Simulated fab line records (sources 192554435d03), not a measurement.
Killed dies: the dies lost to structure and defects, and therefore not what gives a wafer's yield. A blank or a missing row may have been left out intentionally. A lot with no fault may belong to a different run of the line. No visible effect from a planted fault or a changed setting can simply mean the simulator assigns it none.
fab line records -- flow n5_finfet -- part 1 of 2: steps 1 to 4 of 6
[record] lots = 20, wafers = 60, last_day = 17
route steps=1938 shown MOL_CONTACT_COAG@607 BEOL_M0_SAQP@667
lots that met no fault: taken from a fault-free run of the same line
start_h: hours from the record's opening day to when the first of the lot's shown wafers began -- wait_h: how many hours have passed since the lot's step before this one -- " the same as in the row above -- L1.1+2: a single row standing in for several wafers -- - no value present, or no start provided -- * or withheld: withheld -- < > ~ a bound
route shown NAME@n: NAME is a module with steps in the file, n the number in the route of the first one -- usual: mean/standard deviation taken from wafers without a fault -- same: alike in all rows -- chamber/n: place in a boat -- sites: each site's reading -- _std_site: their standard deviation -- _edge_site: the outer-site mean with the inner-site mean subtracted -- radius_mm: how far each site lies from the wafer's centre -- mask NAME#n: copy n -- behind: the tool/chamber that last shaped the wafer -- hold: the reason the lot was held/the length of the hold in hours/how it ended -- device: the transistor (n, p or np) that didn't switch -- end of line: tests of these same wafers at the route's end -- a step without rows: its recipe alone -- killed: at the first sort, the dies lost to defects and structure; wafer yield is something else -- map: a wafer's dies, marking killed ones x, the rest . and places with no die _
set.NAME: the setting as run; set.NAME@STEP: as run at that earlier step -- model.NAME: the simulator's own value behind a step, which no gauge read
route steps across a sampled set of lots; one table per step, one row per wafer
services: when a tool's chamber went out of use (start_h, in hours from the record's first day, below 0 if earlier), for how many hours, and the reason
[[steps]]
[step N5_MOL_CONTACT_COAG_ETCH_66]
[recipe] chemistry = CF4, target = SiARC, target_depth_a = 130, mask_material = CAR-EUV, time_s = 21.7, ion_energy_ev = 80, pressure_mtorr = 40, source_w = 545, bias_w = 36, Ar_flow_sccm = 100, cf4_flow_sccm = 100, ends = cleared
[usual] drypump_motor_current_A = 5.7/0.45, etch_rf_on_time_s = 21.8/0.52, oes_product_au = 0.65/0.073, rf_vpp_V = 183.9/1.3, showerhead_plenum_p_Torr = 2.14/0.095, throttle_valve_pct = 15.71/0.18
lot.wafer,tool,chamber,start_h,wait_h,drypump_motor_current_A,etch_rf_on_time_s,oes_product_au,rf_hours_counter_h,rf_vpp_V,showerhead_plenum_p_Torr,throttle_valve_pct
L074.1,rie_diel-01,1,104.61,0.0,6.1,22.1,0.63,166,183.3,2.14,15.88
L074.3,rie_diel-01,0,104.61,0.0,5.4,22.0,0.71,52,184.8,2.17,15.30
L074.6,rie_diel-01,0,104.61,0.0,5.5,22.1,0.70,-,184.0,2.17,15.29
L075.1,rie_diel-05,0,113.40,0.0,5.3,21.7,0.66,130,181.6,1.98,15.79
L075.4,rie_diel-05,1,113.40,0.0,6.6,21.5,0.59,241,184.9,2.04,16.08
L075.5,rie_diel-05,3,113.40,0.0,5.2,21.7,0.63,-,182.5,2.14,15.64
L077.1,rie_diel-05,1,130.11,0.0,6.6,21.6,0.57,247,181.1,2.04,16.08
L077.2,rie_diel-05,2,130.11,0.0,5.5,22.1,0.59,223,182.5,2.04,15.67
L077.4,rie_diel-05,3,130.11,0.0,5.1,21.8,0.63,185,183.3,2.14,15.68
L078.1,rie_diel-01,1,134.27,0.0,6.1,22.2,0.62,178,184.8,2.14,15.90
L078.2,rie_diel-01,2,134.27,0.0,6.4,21.5,0.60,213,184.4,2.20,15.61
L078.6,rie_diel-01,1,134.27,0.0,6.1,22.3,0.62,-,184.5,2.14,15.92
L079.1,rie_diel-06,1,140.33,0.0,5.8,21.3,0.62,224,183.5,2.14,15.99
L079.3,rie_diel-06,2,140.33,0.0,5.6,21.4,0.62,197,181.5,2.04,15.66
L079.5,rie_diel-06,1,140.33,0.0,5.7,21.7,0.62,-,182.9,2.14,15.98
L080.2,rie_diel-06,1,143.14,0.0,5.7,21.4,0.62,224,183.2,2.14,15.99
L080.3,rie_diel-06,3,143.14,0.0,5.7,22.1,0.68,118,185.1,2.25,15.69
L080.4,rie_diel-06,0,143.14,0.0,6.0,22.9,0.65,129,184.3,2.23,15.56
L081.1,rie_diel-06,0,143.97,0.0,6.0,22.7,0.65,129,186.0,2.23,15.56
L081.3,rie_diel-06,1,143.97,0.0,5.7,21.2,0.63,224,184.1,2.14,15.99
L081.6,rie_diel-06,1,143.97,0.0,5.7,21.3,0.63,-,183.6,2.14,16.00
L082.2,rie_diel-01,0,149.67,0.0,5.4,22.1,0.68,69,184.1,2.16,15.33
L082.3,rie_diel-01,3,149.67,0.0,5.3,22.1,0.61,207,183.8,2.12,15.64
L082.6,rie_diel-01,1,149.67,0.0,6.1,22.4,0.61,-,182.6,2.14,15.90
L084.1,rie_diel-05,1,160.69,0.0,6.6,21.4,0.86,3,185.3,2.29,15.60
L084.2,rie_diel-05,2,160.69,0.0,5.4,22.6,0.58,235,182.9,2.03,15.70
L084.5,rie_diel-05,0,160.69,0.0,5.3,22.2,0.65,-,182.9,1.98,15.83
L085.2,rie_diel-06,3,168.28,0.0,5.7,22.1,0.67,125,184.8,2.24,15.71
L085.5,rie_diel-06,2,168.28,0.0,5.6,21.2,0.62,-,183.6,2.04,15.68
L085.6,rie_diel-06,3,168.28,0.0,5.7,22.0,0.68,-,184.7,2.24,15.70
L086.1,rie_diel-05,2,174.22,0.0,5.5,22.7,0.57,239,182.7,2.03,15.71
L086.2,rie_diel-05,0,174.22,0.0,5.3,22.1,0.63,154,181.2,1.97,15.82
L086.5,rie_diel-05,2,174.22,0.0,5.4,22.7,0.57,-,182.0,2.03,15.71
L087.2,rie_diel-05,0,178.05,0.0,5.3,21.7,0.65,155,182.2,1.97,15.84
L087.4,rie_diel-05,1,178.05,0.0,6.6,20.9,0.84,9,185.2,2.29,15.62
L087.6,rie_diel-05,1,178.05,0.0,6.6,21.0,0.84,-,183.7,2.29,15.63
L088.1,rie_diel-05,3,181.32,0.0,5.1,21.8,0.62,204,183.7,2.13,15.71
L088.5,rie_diel-05,1,181.32,0.0,6.6,21.1,0.84,-,184.5,2.29,15.62
L088.6,rie_diel-05,2,181.32,0.0,5.4,22.5,0.58,-,183.3,2.03,15.70
L089.2,rie_diel-01,1,193.93,0.0,6.1,22.4,0.60,201,184.1,2.13,15.94
L089.4,rie_diel-01,2,193.93,0.0,6.3,21.5,0.59,236,183.6,2.19,15.66
L089.6,rie_diel-01,3,193.93,0.0,5.3,21.8,0.61,-,183.5,2.12,15.66
L090.1,rie_diel-06,3,201.62,0.0,5.7,21.7,0.66,136,184.6,2.24,15.73
L090.2,rie_diel-06,0,201.62,0.0,6.0,22.4,0.64,151,185.8,2.22,15.60
L090.6,rie_diel-06,3,201.62,0.0,5.7,21.7,0.66,-,185.4,2.24,15.73
L091.4,rie_diel-06,0,205.47,0.0,6.0,23.2,0.63,152,185.2,2.22,15.61
L091.5,rie_diel-06,2,205.47,0.0,5.5,21.6,0.59,-,183.1,2.03,15.71
L091.6,rie_diel-06,1,205.47,0.0,5.7,21.5,0.61,-,183.7,2.13,16.02
L092.1,rie_diel-05,0,210.93,0.0,5.3,22.2,0.63,168,181.8,1.97,15.85
L092.2,rie_diel-05,3,210.93,0.0,5.1,21.9,0.61,215,183.1,2.13,15.72
L092.4,rie_diel-05,3,210.93,0.0,5.1,22.0,0.61,-,183.5,2.13,15.71
L093.1,rie_diel-05,3,217.49,0.0,5.1,21.7,0.61,220,184.5,2.13,15.73
L093.3,rie_diel-05,0,217.49,0.0,5.3,21.9,0.63,172,181.0,1.97,15.88
L093.4,rie_diel-05,1,217.49,0.0,6.6,21.0,0.80,-,186.3,2.28,15.68
L095.2,rie_diel-06,1,229.43,0.0,5.7,21.1,0.83,1,183.8,2.13,15.53
L095.4,rie_diel-06,2,229.43,0.0,5.6,21.3,0.59,231,182.9,2.03,15.73
L095.5,rie_diel-06,2,229.43,0.0,5.5,21.5,0.59,-,181.9,2.03,15.72
L096.1,rie_diel-05,0,233.39,0.0,5.3,21.8,0.63,178,182.0,1.97,15.88
L096.4,rie_diel-05,1,233.39,0.0,6.6,21.1,0.80,29,185.6,2.28,15.68
L096.5,rie_diel-05,0,233.39,0.0,5.3,21.9,0.63,-,182.4,1.97,15.90
[step N5_MOL_CONTACT_COAG_ALD_133]
[recipe] material = SiO2, target_thk_a = 50, temp_c = 100, ald_precursor_family = BDEAS, ald_co_reactant = O2-plasma, pulse_time_s = 1, co_reactant_pulse_time_s = 1, purge_time_s = 2, co_reactant_purge_time_s = 2, ald_cycles = 35, pressure_torr = 2
[usual] heater_power_w = 78/9.3, precursor_pulse_height_rel = 0.997/0.02
lot.wafer,tool,chamber,start_h,wait_h,heater_power_w,precursor_pulse_height_rel
L074.1,ald_sin-02,2,104.69,0.1,79,1.007
L074.3,ald_sin-02,1,104.69,0.1,69,0.996
L074.6,ald_sin-02,2,104.69,0.1,80,0.984
L075.1,ald_sin-02,3,113.56,0.1,70,0.999
L075.4,ald_sin-02,0,113.56,0.1,72,0.971
L075.5,ald_sin-02,1,113.56,0.1,67,0.988
L077.1,ald_sin-04,3,130.19,0.1,92,0.992
L077.2,ald_sin-04,1,130.19,0.1,72,0.983
L077.4,ald_sin-04,0,130.19,0.1,86,1.012
L078.1,ald_sin-02,0,134.35,0.1,73,0.943
L078.2,ald_sin-02,3,134.35,0.1,71,1.004
L078.6,ald_sin-02,1,134.35,0.1,67,1.000
L079.1,ald_sin-02,2,140.50,0.1,78,0.994
L079.3,ald_sin-02,0,140.50,0.1,72,1.000
L079.5,ald_sin-02,3,140.50,0.1,70,0.986
L080.2,ald_sin-04,3,143.22,0.1,93,0.990
L080.3,ald_sin-04,0,143.22,0.1,86,1.007
L080.4,ald_sin-04,2,143.22,0.1,97,1.018
L081.1,ald_sin-04,3,144.05,0.1,92,0.996
L081.3,ald_sin-04,1,144.05,0.1,71,0.991
L081.6,ald_sin-04,1,144.05,0.1,72,0.995
L082.2,ald_sin-04,1,149.75,0.1,70,1.031
L082.3,ald_sin-04,3,149.75,0.1,91,0.981
L082.6,ald_sin-04,2,149.75,0.1,96,0.994
L084.1,ald_sin-04,0,161.13,0.4,86,1.009
L084.2,ald_sin-04,1,161.13,0.4,73,1.012
L084.5,ald_sin-04,2,161.13,0.4,95,1.016
L085.2,ald_sin-01,0,168.59,0.3,78,1.008
L085.5,ald_sin-01,1,168.59,0.3,64,1.032
L085.6,ald_sin-01,0,168.59,0.3,79,1.027
L086.1,ald_sin-01,2,174.82,0.6,88,1.000
L086.2,ald_sin-01,1,174.82,0.6,64,1.011
L086.5,ald_sin-01,2,174.82,0.6,86,0.953
L087.2,ald_sin-02,3,178.13,0.1,69,0.976
L087.4,ald_sin-02,0,178.13,0.1,73,1.029
L087.6,ald_sin-02,0,178.13,0.1,71,1.005
L088.1,ald_sin-01,0,181.40,0.1,75,1.003
L088.5,ald_sin-01,1,181.40,0.1,64,0.989
L088.6,ald_sin-01,2,181.40,0.1,86,1.020
L089.2,ald_sin-04,3,194.01,0.1,88,0.992
L089.4,ald_sin-04,1,194.01,0.1,71,0.989
L089.6,ald_sin-04,1,194.01,0.1,69,1.009
L090.1,ald_sin-01,3,201.70,0.1,75,1.026
L090.2,ald_sin-01,1,201.70,0.1,66,1.000
L090.6,ald_sin-01,1,201.70,0.1,65,0.987
L091.4,ald_sin-01,0,205.63,0.1,78,1.005
L091.5,ald_sin-01,2,205.63,0.1,87,1.015
L091.6,ald_sin-01,3,205.63,0.1,74,0.990
L092.1,ald_sin-04,3,211.01,0.1,89,1.014
L092.2,ald_sin-04,2,211.01,0.1,89,1.012
L092.4,ald_sin-04,1,211.01,0.1,71,1.011
L093.1,ald_sin-02,3,217.57,0.1,71,1.024
L093.3,ald_sin-02,0,217.57,0.1,73,1.054
L093.4,ald_sin-02,1,217.57,0.1,67,1.010
L095.2,ald_sin-02,3,229.51,0.1,69,0.973
L095.4,ald_sin-02,1,229.51,0.1,67,1.006
L095.5,ald_sin-02,0,229.51,0.1,71,0.987
L096.1,ald_sin-02,2,233.48,0.1,79,0.971
L096.4,ald_sin-02,0,233.48,0.1,74,1.015
L096.5,ald_sin-02,0,233.48,0.1,72,1.003
[step N5_MOL_CONTACT_COAG_ETCHBACK_136]
[recipe] chemistry = CHF3, target = SiO2, target_depth_a = 250, time_s = 16.7, ion_energy_ev = 200, pressure_mtorr = 30, source_w = 610, bias_w = 170, Ar_flow_sccm = 200, CHF3_flow_sccm = 50
[usual] drypump_motor_current_A = 5.7/0.41, oes_ar_750_au = 0.75/0.06, oes_product_au = 0.75/0.064, rf_vpp_V = 523/7.4, showerhead_plenum_p_Torr = 2.39/0.09, throttle_valve_pct = 18.78/0.15
[same] time_s = 16.7
lot.wafer,tool,chamber,start_h,wait_h,drypump_motor_current_A,oes_ar_750_au,oes_product_au,rf_hours_counter_h,rf_vpp_V,showerhead_plenum_p_Torr,throttle_valve_pct
L074.1,rie_diel-06,2,105.00,0.0,5.6,0.72,0.73,188,527,2.26,18.67
L074.3,rie_diel-06,3,105.00,0.0,5.7,0.79,0.81,105,535,2.49,18.77
L074.6,rie_diel-06,3,105.00,0.0,5.7,0.80,0.82,-,537,2.50,18.76
L075.1,rie_diel-01,1,113.89,0.0,6.1,0.74,0.73,171,511,2.37,18.89
L075.4,rie_diel-01,0,113.89,0.0,5.4,0.82,0.83,56,521,2.42,18.47
L075.5,rie_diel-01,1,113.89,0.0,6.1,0.74,0.73,-,510,2.37,18.89
L077.1,rie_diel-05,3,130.49,0.0,5.1,0.74,0.73,185,513,2.38,18.80
L077.2,rie_diel-05,2,130.49,0.0,5.4,0.70,0.69,223,534,2.27,18.82
L077.4,rie_diel-05,0,130.49,0.0,5.3,0.78,0.77,136,517,2.20,18.93
L078.1,rie_diel-06,1,134.68,0.0,5.7,0.73,0.73,222,525,2.37,19.06
L078.2,rie_diel-06,0,134.68,0.0,6.0,0.78,0.76,126,519,2.48,18.68
L078.6,rie_diel-06,3,134.68,0.0,5.8,0.80,0.79,-,534,2.49,18.76
L079.1,rie_diel-06,2,140.80,0.0,5.6,0.72,0.71,197,526,2.26,18.68
L079.3,rie_diel-06,0,140.80,0.0,6.0,0.78,0.76,128,519,2.48,18.69
L079.5,rie_diel-06,2,140.80,0.0,5.6,0.72,0.71,-,525,2.26,18.69
L080.2,rie_diel-01,0,143.53,0.0,5.4,0.81,0.81,67,520,2.41,18.50
L080.3,rie_diel-01,2,143.53,0.0,6.3,0.71,0.70,216,525,2.44,18.67
L080.4,rie_diel-01,3,143.53,0.0,5.3,0.73,0.72,204,528,2.37,18.72
L081.1,rie_diel-06,3,144.73,0.0,5.8,0.79,0.79,119,535,2.49,18.78
L081.3,rie_diel-06,0,144.73,0.0,6.0,0.78,0.76,129,520,2.48,18.70
L081.6,rie_diel-06,3,144.73,0.0,5.7,0.79,0.79,-,536,2.49,18.77
L082.2,rie_diel-01,1,150.06,0.0,6.1,0.73,0.71,183,511,2.36,18.91
L082.3,rie_diel-01,3,150.06,0.0,5.3,0.72,0.71,207,528,2.37,18.72
L082.6,rie_diel-01,0,150.06,0.0,5.4,0.80,0.80,-,521,2.41,18.49
L084.1,rie_diel-05,1,161.43,0.0,6.6,1.01,1.00,3,521,2.55,18.80
L084.2,rie_diel-05,0,161.43,0.0,5.3,0.76,0.75,149,515,2.19,18.96
L084.5,rie_diel-05,0,161.43,0.0,5.2,0.75,0.75,-,518,2.19,18.96
L085.2,rie_diel-06,0,169.05,0.0,6.0,0.76,0.75,141,519,2.47,18.72
L085.5,rie_diel-06,1,169.05,0.0,5.8,0.73,0.71,-,526,2.36,19.09
L085.6,rie_diel-06,0,169.05,0.0,6.0,0.76,0.76,-,521,2.47,18.70
L086.1,rie_diel-05,0,175.12,0.0,5.3,0.76,0.74,154,517,2.19,18.97
L086.2,rie_diel-05,1,175.12,0.0,6.6,0.98,0.98,8,520,2.55,18.78
L086.5,rie_diel-05,1,175.12,0.0,6.6,0.98,0.98,-,519,2.55,18.78
L087.2,rie_diel-06,1,178.70,0.0,5.7,0.73,0.72,239,523,2.36,19.09
L087.4,rie_diel-06,3,178.70,0.0,5.7,0.78,0.80,128,536,2.49,18.79
L087.6,rie_diel-06,3,178.70,0.0,5.7,0.78,0.80,-,534,2.49,18.80
L088.1,rie_diel-06,1,181.71,0.0,5.7,0.72,0.72,240,526,2.36,19.10
L088.5,rie_diel-06,3,181.71,0.0,5.7,0.78,0.79,-,535,2.49,18.80
L088.6,rie_diel-06,0,181.71,0.0,6.0,0.76,0.75,-,518,2.47,18.72
L089.2,rie_diel-01,3,194.40,0.0,5.3,0.71,0.70,223,527,2.36,18.77
L089.4,rie_diel-01,2,194.40,0.0,6.4,0.69,0.67,236,522,2.44,18.71
L089.6,rie_diel-01,1,194.40,0.0,6.1,0.71,0.69,-,509,2.35,18.93
L090.1,rie_diel-01,0,202.01,0.0,5.5,0.78,0.78,90,520,2.40,18.54
L090.2,rie_diel-01,2,202.01,0.0,6.3,0.69,0.68,238,525,2.43,18.72
L090.6,rie_diel-01,0,202.01,0.0,5.5,0.78,0.79,-,520,2.40,18.53
L091.4,rie_diel-05,3,206.01,0.0,5.1,0.72,0.72,-,512,2.37,18.83
L091.5,rie_diel-05,0,206.01,0.0,5.3,0.75,0.75,-,516,2.19,18.97
L091.6,rie_diel-05,1,206.01,0.0,6.6,0.95,0.96,-,519,2.54,18.81
L092.1,rie_diel-01,0,211.31,0.0,5.5,0.79,0.78,93,519,2.40,18.55
L092.2,rie_diel-01,1,211.31,0.0,6.1,0.72,0.69,207,510,2.35,18.94
L092.4,rie_diel-01,3,211.31,0.0,5.3,0.72,0.70,229,526,2.36,18.76
L093.1,rie_diel-01,1,217.88,0.0,6.1,0.71,0.70,210,509,2.35,18.96
L093.3,rie_diel-01,0,217.88,0.0,5.5,0.77,0.78,96,520,2.40,18.54
L093.4,rie_diel-01,2,217.88,0.0,6.3,0.68,0.68,244,525,2.43,18.73
L095.2,rie_diel-01,3,229.88,0.0,5.3,0.71,0.70,237,526,2.35,18.78
L095.4,rie_diel-01,0,229.88,0.0,5.5,0.77,0.78,99,518,2.40,18.55
L095.5,rie_diel-01,3,229.88,0.0,5.3,0.71,0.70,-,528,2.35,18.78
L096.1,rie_diel-01,0,233.78,0.0,5.5,0.77,0.78,100,522,2.40,18.54
L096.4,rie_diel-01,3,233.78,0.0,5.3,0.71,0.70,238,527,2.35,18.77
L096.5,rie_diel-01,2,233.78,0.0,6.3,0.68,0.67,-,523,2.43,18.73
[step N5_MOL_CONTACT_COAG_STRIP_72]
[recipe] chemistry = N2/H2, power_w = 450, temp_c = 40, pressure_mtorr = 20, rf_frequency_hz = 6e+07, overash_fraction = 3, bias_power_w = 7, h2_frac = 0.5, n2_flow_sccm = 200, h2_flow_sccm = 200
[usual] drypump_motor_current_A = 5.7/0.41, n2_flow_sccm = 200.0/0.55, oes_product_au = 0.75/0.068, rf_vpp_V = 59.3/1.9, showerhead_plenum_p_Torr = 2.55/0.095, throttle_valve_pct = 23.7/0.31
lot.wafer,tool,chamber,start_h,wait_h,drypump_motor_current_A,n2_flow_sccm,oes_product_au,rf_hours_counter_h,rf_vpp_V,showerhead_plenum_p_Torr,throttle_valve_pct
L074.1,rie_diel-06,2,105.15,0.0,5.6,199.6,0.72,188,56.4,2.42,23.7
L074.3,rie_diel-06,3,105.15,0.0,5.7,199.6,0.80,105,58.8,2.65,23.3
L074.6,rie_diel-06,3,105.15,0.0,5.7,199.8,0.82,-,58.7,2.64,23.3
L075.1,rie_diel-01,1,114.04,0.0,6.1,199.6,0.75,171,58.8,2.54,24.0
L075.4,rie_diel-01,0,114.04,0.0,5.5,200.9,0.83,56,58.3,2.58,23.4
L075.5,rie_diel-01,1,114.04,0.0,6.1,199.1,0.72,-,58.9,2.54,23.9
L077.1,rie_diel-05,3,130.64,0.0,5.1,200.2,0.73,185,58.7,2.50,23.5
L077.2,rie_diel-05,2,130.64,0.0,5.4,201.1,0.69,223,60.6,2.41,23.7
L077.4,rie_diel-05,0,130.64,0.0,5.3,200.2,0.76,136,61.4,2.36,24.1
L078.1,rie_diel-06,1,134.83,0.0,5.8,199.7,0.72,222,55.5,2.52,24.3
L078.2,rie_diel-06,0,134.83,0.0,6.0,199.7,0.80,126,57.9,2.65,23.9
L078.6,rie_diel-06,3,134.83,0.0,5.7,199.6,0.80,-,59.9,2.64,23.3
L079.1,rie_diel-06,2,140.96,0.0,5.6,199.7,0.71,197,58.4,2.41,23.7
L079.3,rie_diel-06,0,140.96,0.0,6.0,199.5,0.76,128,58.5,2.65,23.8
L079.5,rie_diel-06,2,140.96,0.0,5.6,200.1,0.71,-,61.8,2.41,23.7
L080.2,rie_diel-01,0,143.69,0.0,5.5,200.4,0.81,67,59.3,2.57,23.4
L080.3,rie_diel-01,2,143.69,0.0,6.3,199.5,0.69,216,59.2,2.61,23.3
L080.4,rie_diel-01,3,143.69,0.0,5.3,199.6,0.71,204,57.5,2.53,23.5
L081.1,rie_diel-06,3,144.89,0.0,5.8,198.9,0.81,119,61.5,2.64,23.3
L081.3,rie_diel-06,0,144.89,0.0,6.0,199.6,0.77,129,58.3,2.65,23.9
L081.6,rie_diel-06,3,144.89,0.0,5.8,199.4,0.79,-,58.3,2.64,23.3
L082.2,rie_diel-01,1,150.21,0.0,6.1,199.7,0.72,183,59.1,2.54,23.9
L082.3,rie_diel-01,3,150.21,0.0,5.3,198.9,0.73,207,61.8,2.53,23.6
L082.6,rie_diel-01,0,150.21,0.0,5.5,200.2,0.80,-,58.9,2.57,23.4
L084.1,rie_diel-05,1,161.58,0.0,6.6,199.6,1.00,3,59.7,2.74,23.9
L084.2,rie_diel-05,0,161.58,0.0,5.3,199.8,0.75,149,58.9,2.35,24.1
L084.5,rie_diel-05,0,161.58,0.0,5.3,199.7,0.76,-,58.4,2.35,24.1
L085.2,rie_diel-06,0,169.21,0.0,6.0,200.0,0.76,141,57.7,2.65,23.9
L085.5,rie_diel-06,1,169.21,0.0,5.8,200.2,0.72,-,57.5,2.52,24.3
L085.6,rie_diel-06,0,169.21,0.0,6.0,200.0,0.77,-,54.0,2.65,23.9
L086.1,rie_diel-05,0,175.28,0.0,5.3,199.5,0.75,154,58.8,2.35,24.1
L086.2,rie_diel-05,1,175.28,0.0,6.6,200.7,1.00,8,55.7,2.73,23.9
L086.5,rie_diel-05,1,175.28,0.0,6.6,200.1,1.00,-,59.4,2.73,23.9
L087.2,rie_diel-06,1,178.86,0.0,5.7,199.0,0.72,239,55.8,2.51,24.3
L087.4,rie_diel-06,3,178.86,0.0,5.8,199.4,0.81,128,57.5,2.64,23.3
L087.6,rie_diel-06,3,178.86,0.0,5.7,199.7,0.78,-,62.8,2.64,23.3
L088.1,rie_diel-06,1,181.86,0.0,5.7,199.2,0.71,240,58.4,2.52,24.3
L088.5,rie_diel-06,3,181.86,0.0,5.7,200.4,0.78,-,59.0,2.63,23.3
L088.6,rie_diel-06,0,181.86,0.0,6.1,200.3,0.76,-,58.2,2.65,23.9
L089.2,rie_diel-01,3,194.55,0.0,5.3,200.1,0.71,223,57.3,2.52,23.5
L089.4,rie_diel-01,2,194.55,0.0,6.4,199.9,0.68,236,60.6,2.60,23.3
L089.6,rie_diel-01,1,194.55,0.0,6.1,200.4,0.71,-,60.3,2.53,24.0
L090.1,rie_diel-01,0,202.16,0.0,5.5,200.1,0.80,90,57.9,2.56,23.4
L090.2,rie_diel-01,2,202.16,0.0,6.3,199.5,0.66,238,58.4,2.60,23.3
L090.6,rie_diel-01,0,202.16,0.0,5.4,198.9,0.79,-,59.7,2.56,23.4
L091.4,rie_diel-05,3,206.18,0.0,5.2,200.1,0.71,-,58.6,2.49,23.5
L091.5,rie_diel-05,0,206.18,0.0,5.3,199.0,0.74,-,59.0,2.34,24.2
L091.6,rie_diel-05,1,206.18,0.0,6.6,200.0,0.96,-,59.7,2.73,23.9
L092.1,rie_diel-01,0,211.47,0.0,5.4,199.7,0.80,93,61.6,2.56,23.4
L092.2,rie_diel-01,1,211.47,0.0,6.1,199.6,0.69,207,59.7,2.53,24.0
L092.4,rie_diel-01,3,211.47,0.0,5.3,199.9,0.71,229,58.3,2.52,23.6
L093.1,rie_diel-01,1,218.03,0.0,6.1,200.2,0.69,210,62.0,2.53,23.9
L093.3,rie_diel-01,0,218.03,0.0,5.5,200.1,0.79,96,58.9,2.56,23.5
L093.4,rie_diel-01,2,218.03,0.0,6.4,199.5,0.67,244,59.7,2.60,23.3
L095.2,rie_diel-01,3,230.04,0.0,5.3,200.7,0.71,237,60.1,2.52,23.6
L095.4,rie_diel-01,0,230.04,0.0,5.5,200.8,0.78,99,60.7,2.56,23.5
L095.5,rie_diel-01,3,230.04,0.0,5.3,200.5,0.70,-,60.3,2.52,23.6
L096.1,rie_diel-01,0,233.94,0.0,5.5,199.9,0.78,100,59.6,2.56,23.5
L096.4,rie_diel-01,3,233.94,0.0,5.3,201.0,0.70,238,58.6,2.52,23.5
L096.5,rie_diel-01,2,233.94,0.0,6.4,198.9,0.67,-,61.1,2.60,23.4
